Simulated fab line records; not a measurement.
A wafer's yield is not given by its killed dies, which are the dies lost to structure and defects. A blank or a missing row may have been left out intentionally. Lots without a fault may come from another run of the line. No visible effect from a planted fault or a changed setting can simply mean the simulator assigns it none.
fab line records -- flow nand_harc
record: lots: 11, wafers: 33, last_day: 34
route steps=1302 shown P_GATE@185 P_M0@260 P_M1@298
lots with no fault: from the same line, run without faults
start_h: start of the lot's first displayed wafer, in hours after the record's first day -- wait_h: hours elapsed since this lot's preceding step -- " repeats the value in the row above -- L1.1+2: a single row standing in for several wafers -- - no value, or no start was given -- * or withheld: withheld -- < > ~ a bound
route shown NAME@n: NAME is a module with steps in the file, n the number in the route of the first one -- usual: average and standard deviation across the fault-free wafers -- same: alike in all rows -- chamber/n: place in a boat -- sites: readings site by site -- _std_site: their standard deviation -- _edge_site: outer sites' mean less inner sites' -- radius_mm: how far each site lies from the wafer's centre -- mask NAME#n: copy n -- behind: the tool/chamber that last shaped the wafer -- hold: the reason the lot was held/the length of the hold in hours/how it ended -- device: which transistor (n, p or np) failed to switch -- end of line: tests run on the same wafers once the route is complete -- for a step that has no rows: nothing shown but its recipe -- killed: dies that structure and defects cost at the first sort, which is not the same as the wafer's yield -- map: shows each die of a wafer: x if killed, . if not, _ if none is there
set.NAME: setting as actually run; set.NAME@STEP: the setting as run at that earlier step -- model.NAME: the simulator's own value behind a step, which no gauge read
route steps across a sampled set of lots; one table per step, one row per wafer
services: from which hour (start_h, from the record's first day; less than 0 if before it) a tool's chamber was out of use, for how many hours, and why
== steps ==
step: NHARC_P_GATE_CD_MEAS_59
recipe: target_cd_nm: 720, landing_energy_ev: 500
usual: cd_nm: 720.6/1.6
lot.wafer,tool,chamber,start_h,wait_h,cd_nm
L867.1,cd_sem-03,0,135.65,-,723.2
L867.4,cd_sem-03,0,135.65,-,723.6
L867.6,cd_sem-03,0,135.65,-,722.2
L869.1,cd_sem-03,0,157.87,-,721.0
L869.3,cd_sem-03,0,157.87,-,720.2
L869.5,cd_sem-03,0,157.87,-,722.7
L873.1,cd_sem-03,0,196.88,-,720.9
L873.2,cd_sem-03,0,196.88,-,719.7
L873.4,cd_sem-03,0,196.88,-,721.1
L874.2,cd_sem-01,0,216.38,-,722.0
L874.5,cd_sem-01,0,216.38,-,721.9
L874.6,cd_sem-01,0,216.38,-,722.0
L875.3,cd_sem-03,0,218.79,-,718.2
L875.5,cd_sem-03,0,218.79,-,717.4
L875.6,cd_sem-03,0,218.79,-,719.4
L876.2,cd_sem-02,0,232.50,-,718.5
L876.5,cd_sem-02,0,232.50,-,720.0
L876.6,cd_sem-02,0,232.50,-,717.1
L877.1,cd_sem-02,0,242.06,-,719.1
L877.5,cd_sem-02,0,242.06,-,719.3
L877.6,cd_sem-02,0,242.06,-,721.2
L879.1,cd_sem-03,0,259.57,-,723.2
L879.3,cd_sem-03,0,259.57,-,720.6
L879.5,cd_sem-03,0,259.57,-,720.3
L880.1,cd_sem-02,0,272.88,-,719.4
L880.2,cd_sem-02,0,272.88,-,721.7
L880.6,cd_sem-02,0,272.88,-,721.7
L882.2,cd_sem-01,0,293.18,-,721.6
L882.3,cd_sem-01,0,293.18,-,721.3
L882.4,cd_sem-01,0,293.18,-,719.2
L887.1,cd_sem-01,0,335.38,-,722.2
L887.2,cd_sem-01,0,335.38,-,720.7
L887.3,cd_sem-01,0,335.38,-,721.2
step: NHARC_P_M0_EXPOSE_06
recipe: na: 1.35, target_cd_nm: 90, dose_mj: 81.28, mask_id: P_M0
usual: exposure_dose_mJ_cm2: 81.9/0.67, focus_offset_nm: -0.1/0.52, reticle_temp_C: 23.00/0.12
lot.wafer,tool,chamber,start_h,wait_h,mask,exposure_dose_mJ_cm2,focus_offset_nm,reticle_temp_C
L867.1,arfi_scanner-03,0,146.14,-,P_M0#0,82.3,-0.7,23.15
L867.4,arfi_scanner-03,0,146.14,-,P_M0#0,82.2,0.0,23.01
L867.6,arfi_scanner-03,0,146.14,-,P_M0#0,82.4,-0.3,23.04
L869.1,arfi_scanner-02,0,168.70,-,P_M0#0,81.2,0.7,23.16
L869.3,arfi_scanner-02,0,168.70,-,P_M0#0,81.2,0.5,23.02
L869.5,arfi_scanner-02,0,168.70,-,P_M0#0,81.1,0.5,23.02
L873.1,arfi_scanner-02,0,207.24,-,P_M0#0,81.1,0.8,23.08
L873.2,arfi_scanner-02,0,207.24,-,P_M0#0,81.3,-0.2,22.92
L873.4,arfi_scanner-02,0,207.24,-,P_M0#0,81.3,1.2,22.90
L874.2,arfi_scanner-02,0,226.57,-,P_M0#0,103.2,-0.1,22.88
L874.5,arfi_scanner-02,0,226.57,-,P_M0#0,103.1,-0.1,22.97
L874.6,arfi_scanner-02,0,226.57,-,P_M0#0,103.3,-0.9,22.88
L875.3,arfi_scanner-02,0,229.13,-,P_M0#0,99.0,0.7,23.22
L875.5,arfi_scanner-02,0,229.13,-,P_M0#0,98.8,-0.4,23.28
L875.6,arfi_scanner-02,0,229.13,-,P_M0#0,98.9,0.0,23.26
L876.2,arfi_scanner-01,0,243.16,-,P_M0#0,82.7,-0.9,23.03
L876.5,arfi_scanner-01,0,243.16,-,P_M0#0,82.8,-0.4,23.04
L876.6,arfi_scanner-01,0,243.16,-,P_M0#0,82.8,-0.4,23.00
L877.1,arfi_scanner-02,0,252.72,-,P_M0#0,95.2,0.2,23.08
L877.5,arfi_scanner-02,0,252.72,-,P_M0#0,95.3,-0.4,23.01
L877.6,arfi_scanner-02,0,252.72,-,P_M0#0,95.2,-0.8,23.15
L879.1,arfi_scanner-03,0,270.04,-,P_M0#0,82.2,-0.9,22.83
L879.3,arfi_scanner-03,0,270.04,-,P_M0#0,82.2,0.7,22.91
L879.5,arfi_scanner-03,0,270.04,-,P_M0#0,82.2,0.1,22.96
L880.1,arfi_scanner-01,0,283.59,-,P_M0#0,82.7,0.4,23.08
L880.2,arfi_scanner-01,0,283.59,-,P_M0#0,82.7,-0.5,23.04
L880.6,arfi_scanner-01,0,283.59,-,P_M0#0,82.9,-0.1,23.02
L882.2,arfi_scanner-03,0,303.82,-,P_M0#0,82.4,0.8,22.93
L882.3,arfi_scanner-03,0,303.82,-,P_M0#0,82.3,-0.8,22.71
L882.4,arfi_scanner-03,0,303.82,-,P_M0#0,82.4,0.0,23.03
L887.1,arfi_scanner-01,0,345.66,-,P_M0#0,82.8,-0.3,23.15
L887.2,arfi_scanner-01,0,345.66,-,P_M0#0,82.8,-0.2,22.97
L887.3,arfi_scanner-01,0,345.66,-,P_M0#0,82.8,-0.8,23.09
step: NHARC_P_M0_CD_MEAS_09
recipe: target_cd_nm: 90, landing_energy_ev: 500
usual: cd_nm: 89.6/0.62
lot.wafer,tool,chamber,start_h,wait_h,hold,cd_nm
L867.1,cd_sem-01,0,146.28,-,-,88.7
L867.4,cd_sem-01,0,146.28,-,-,89.6
L867.6,cd_sem-01,0,146.28,-,-,90.5
L869.1,cd_sem-03,0,168.84,-,-,89.8
L869.3,cd_sem-03,0,168.84,-,-,90.3
L869.5,cd_sem-03,0,168.84,-,-,89.3
L873.1,cd_sem-03,0,207.38,-,-,90.3
L873.2,cd_sem-03,0,207.38,-,-,89.9
L873.4,cd_sem-03,0,207.38,-,-,88.9
L874.2,cd_sem-03,0,226.71,-,await_dispo/0.2h/release,104.3
L874.5,cd_sem-03,0,226.71,-,await_dispo/0.2h/release,103.9
L874.6,cd_sem-03,0,226.71,-,await_dispo/0.2h/release,104.0
L874.2,cd_sem-03,0,-,-,-,103.7
L874.5,cd_sem-03,0,-,-,-,103.4
L874.6,cd_sem-03,0,-,-,-,104.8
L875.3,cd_sem-03,0,229.27,-,await_dispo/0.2h/release,101.5
L875.5,cd_sem-03,0,229.27,-,await_dispo/0.2h/release,101.4
L875.6,cd_sem-03,0,229.27,-,await_dispo/0.2h/release,101.5
L875.3,cd_sem-03,0,-,-,-,101.9
L875.5,cd_sem-03,0,-,-,-,101.0
L875.6,cd_sem-03,0,-,-,-,101.5
L876.2,cd_sem-03,0,243.29,-,-,89.5
L876.5,cd_sem-03,0,243.29,-,-,89.7
L876.6,cd_sem-03,0,243.29,-,-,89.3
L877.1,cd_sem-03,0,252.86,-,await_dispo/0.2h/release,99.9
L877.5,cd_sem-03,0,252.86,-,await_dispo/0.2h/release,100.4
L877.6,cd_sem-03,0,252.86,-,await_dispo/0.2h/release,99.7
L877.1,cd_sem-03,0,-,-,-,99.7
L877.5,cd_sem-03,0,-,-,-,100.0
L877.6,cd_sem-03,0,-,-,-,99.5
L879.1,cd_sem-03,0,270.18,-,-,89.5
L879.3,cd_sem-03,0,270.18,-,-,88.8
L879.5,cd_sem-03,0,270.18,-,-,89.6
L880.1,cd_sem-03,0,283.73,-,-,90.3
L880.2,cd_sem-03,0,283.73,-,-,89.7
L880.6,cd_sem-03,0,283.73,-,-,90.0
L882.2,cd_sem-02,0,303.96,-,-,89.4
L882.3,cd_sem-02,0,303.96,-,-,89.2
L882.4,cd_sem-02,0,303.96,-,-,89.3
L887.1,cd_sem-01,0,345.80,-,-,89.0
L887.2,cd_sem-01,0,345.80,-,-,90.0
L887.3,cd_sem-01,0,345.80,-,-,89.4
step: NHARC_P_M0_ETCH_15
recipe: target_depth_a: 1500, overetch_a: 150, time_s: 82.5, c4f8_flow_sccm: withheld, ar_flow_sccm: 400, rf_w: 600, bias_w: 300, chemistry: C4F8/Ar
usual: oes_product_au: 0.964/0.02, rf_vpp_V: 439.9/2.6
lot.wafer,tool,chamber,start_h,wait_h,oes_product_au,rf_hours_counter_h,rf_vpp_V
L867.4,rie_diel-01,3,-,-,0.922,39,440.2
L867.1,rie_diel-01,0,-,-,0.926,37,441.1
L867.6,rie_diel-01,2,-,-,0.917,-,439.4
L869.3,rie_diel-05,0,-,-,0.971,17,440.2
L869.1,rie_diel-05,2,-,-,0.957,17,436.3
L869.5,rie_diel-05,1,-,-,0.978,-,443.0
L873.2,rie_diel-05,2,-,-,0.966,22,436.4
L873.4,rie_diel-05,0,-,-,0.968,23,440.9
L873.1,rie_diel-05,1,-,-,0.978,22,442.0
L874.2,rie_diel-05,2,-,-,0.958,26,438.4
L874.6,rie_diel-05,0,-,-,0.983,-,441.3
L874.5,rie_diel-05,1,-,-,0.965,-,441.4
L875.3,rie_diel-01,3,239.11,-,1.013,6,438.4
L875.6,rie_diel-01,3,239.11,-,1.012,-,438.4
L875.5,rie_diel-01,0,239.11,-,0.995,-,440.7
L876.2,rie_diel-08,2,-,-,0.969,16,438.4
L876.6,rie_diel-08,1,-,-,0.964,-,446.0
L876.5,rie_diel-08,2,-,-,0.966,-,438.5
L877.1,rie_diel-05,2,-,-,0.967,1,437.2
L877.5,rie_diel-05,3,-,-,0.977,-,437.7
L877.6,rie_diel-05,0,-,-,0.983,-,441.4
L879.3,rie_diel-05,3,-,-,0.948,7,436.7
L879.1,rie_diel-05,0,-,-,0.955,7,440.4
L879.5,rie_diel-05,2,-,-,0.948,-,435.8
L880.1,rie_diel-08,1,-,-,0.988,37,444.6
L880.2,rie_diel-08,2,-,-,0.959,30,437.7
L880.6,rie_diel-08,3,-,-,0.970,-,439.1
L882.2,rie_diel-08,0,-,-,0.906,38,437.1
L882.3,rie_diel-08,2,-,-,0.928,34,437.5
L882.4,rie_diel-08,3,-,-,0.922,32,439.1
L887.2,rie_diel-05,1,-,-,0.979,24,442.2
L887.3,rie_diel-05,2,-,-,0.976,25,437.9
L887.1,rie_diel-05,3,-,-,0.984,22,437.0
step: NHARC_P_M1_DESCUM_14
recipe: time_s: 3, o2_flow_sccm: 200, ar_flow_sccm: 0, bias_power_w: 0, chemistry: O2
usual: drypump_motor_current_A: 5.6/0.57, mfc_ar_sccm: 0.009/0.011, o2_flow_sccm: 200.0/0.61, oes_product_au: 0.999/0.0099, rf_vpp_V: 57.8/0.97, showerhead_plenum_p_Torr: 1.89/0.097, throttle_valve_pct: 11.311/0.0088
lot.wafer,tool,chamber,start_h,wait_h,drypump_motor_current_A,mfc_ar_sccm,o2_flow_sccm,oes_product_au,rf_hours_counter_h,rf_vpp_V,showerhead_plenum_p_Torr,throttle_valve_pct
L867.1,rie_diel-13,3,150.53,0.1,5.4,0.003,199.9,1.005,13,58.7,1.98,11.325
L867.4,rie_diel-13,2,150.53,0.1,5.2,0.017,200.8,0.997,12,57.9,1.93,11.310
L867.6,rie_diel-13,0,150.53,0.1,5.8,0.002,199.4,0.996,-,59.1,1.80,11.318
L869.1,rie_diel-09,0,173.10,0.1,5.7,0.014,200.2,0.993,1,59.5,2.01,11.301
L869.3,rie_diel-09,1,173.10,0.1,4.7,0,199.9,1.005,1,58.5,1.78,11.315
L869.5,rie_diel-09,1,173.10,0.1,4.7,0,199.3,1.009,-,57.9,1.78,11.311
L873.2,rie_diel-13,1,211.63,0.1,6.5,0.003,200.4,1.009,3,58.1,1.81,11.324
L873.1,rie_diel-13,2,211.63,0.1,5.3,0.017,200.7,1.001,4,57.2,1.93,11.322
L873.4,rie_diel-13,2,211.63,0.1,5.3,0.017,200.0,0.990,-,57.1,1.93,11.313
L874.2,rie_diel-13,3,242.37,0.1,5.4,0.003,200.6,0.990,5,57.4,1.97,11.310
L874.6,rie_diel-13,1,242.37,0.1,6.5,0.003,199.5,1.014,-,57.2,1.81,11.311
L874.5,rie_diel-13,2,242.37,0.1,5.3,0.017,201.3,0.986,-,58.4,1.93,11.312
L876.2,rie_diel-09,0,247.72,0.1,5.7,0.014,201.5,0.990,6,58.8,2.01,11.315
L876.6,rie_diel-09,1,247.72,0.1,4.7,0,200.6,0.997,-,58.4,1.78,11.304
L876.5,rie_diel-09,2,247.72,0.1,6.3,0,199.7,0.998,-,58.5,2.01,11.316
L875.3,rie_diel-09,2,256.35,0.1,6.3,0,200.4,1.002,4,57.7,2.01,11.311
L875.6,rie_diel-09,3,256.35,0.1,5.0,0.035,201.1,0.982,-,57.0,1.79,11.322
L875.5,rie_diel-09,0,256.35,0.1,5.7,0.014,199.7,1.004,-,58.0,2.01,11.304
L879.3,rie_diel-09,1,274.60,0.1,4.7,0,200.1,1.006,8,56.7,1.78,11.312
L879.1,rie_diel-09,2,274.60,0.1,6.3,0,200.8,0.998,8,58.6,2.01,11.307
L879.5,rie_diel-09,2,274.60,0.1,6.3,0,200.7,0.991,-,60.0,2.01,11.316
L877.1,rie_diel-13,2,283.67,0.1,5.3,0.017,200.5,0.991,7,57.4,1.93,11.299
L877.5,rie_diel-13,1,283.67,0.1,6.5,0.003,200.0,1.008,-,58.6,1.81,11.308
L877.6,rie_diel-13,2,283.67,0.1,5.3,0.017,199.8,0.984,-,58.8,1.93,11.306
L880.2,rie_diel-09,3,287.98,0.1,5.0,0.035,199.9,0.990,9,56.6,1.79,11.302
L880.1,rie_diel-09,2,287.98,0.1,6.3,0,200.1,1.000,9,58.1,2.01,11.333
L880.6,rie_diel-09,0,287.98,0.1,5.7,0.014,198.9,0.981,-,57.1,2.01,11.307
L882.2,rie_diel-09,2,308.22,0.1,6.3,0,200.1,0.993,10,58.5,2.01,11.303
L882.4,rie_diel-09,0,308.22,0.1,5.7,0.014,200.0,0.991,11,57.4,2.01,11.323
L882.3,rie_diel-09,1,308.22,0.1,4.7,0,200.5,1.004,10,56.9,1.78,11.307
L887.1,rie_diel-09,2,350.27,0.1,6.3,0,199.8,1.002,2,57.8,2.01,11.330
L887.2,rie_diel-09,0,350.27,0.1,5.7,0.014,200.1,0.997,2,59.0,2.01,11.312
L887.3,rie_diel-09,2,350.27,0.1,6.3,0,199.5,1.011,-,58.6,2.01,11.305
== services ==
tool,chamber,start_h,hours,kind
arfi_scanner-03,-,122.64,22.2,repair
arfi_scanner-02,-,126.69,0.4,repair
rie_diel-13,-,127.62,0.3,repair
arfi_scanner-02,-,140.00,4.0,pm
rie_diel-09,-,143.10,9.0,pm
rie_diel-13,-,165.21,9.0,pm
arfi_scanner-02,-,165.96,2.4,repair
rie_diel-09,2,171.90,8.6,repair
arfi_scanner-01,-,186.35,3.7,repair
arfi_scanner-02,-,189.61,10.5,repair
rie_diel-08,-,193.53,9.0,pm
arfi_scanner-02,-,201.79,1.1,repair
rie_diel-13,0,202.66,15.2,repair
arfi_scanner-03,-,225.67,4.0,pm
rie_diel-05,-,229.60,9.0,pm
rie_diel-08,2,244.04,7.6,repair
rie_diel-13,3,252.32,1.5,repair
rie_diel-13,0,285.25,3.4,repair
arfi_scanner-02,-,312.00,4.0,pm
rie_diel-13,2,316.63,7.3,repair
rie_diel-09,-,320.10,9.0,pm
rie_diel-13,-,342.21,9.0,pm
rie_diel-09,3,345.73,4.9,repair
rie_diel-09,1,347.91,5.5,repair
== key ==
first_sign: step: NHARC_P_M0_EXPOSE_06, reading: exposure_dose_mJ_cm2, direction: up, sigmas: 26, usual: 81.9, struck: 99.1
effect: step: NHARC_P_M0_CD_MEAS_09, reading: visit, direction: added, through: control_loop
effect: step: NHARC_P_M0_CD_MEAS_09, reading: cd_nm, direction: up, sigmas: 20, usual: 89.6, struck: 101.8, through: control_loop
met_at NHARC_P_M0_EXPOSE_06
struck_lots L874,L875,L877
scrapped_behind NHARC_A_ZERO_WELL_INSPECT_17 L874.2,L874.5,L874.6
loop_trim: step: NHARC_P_M0_EXPOSE_06, setting: dose, lots: L875,L877
not_acting_at NHARC_P_GATE_CD_MEAS_59,NHARC_P_M0_ETCH_15,NHARC_P_M1_DESCUM_14
onset_between 207.24 226.57
fault: kind: process_parameter_drift, tool: arfi_scanner-02, chamber: -, onset_h: 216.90, steps: NHARC_P_M0_EXPOSE_06, channel: dose_mj, offset: 22.057, shape: step, acts_in: these_recipes_only, stated: 81.28
loop_trim: a control loop set the setting to another value than it would have without faults
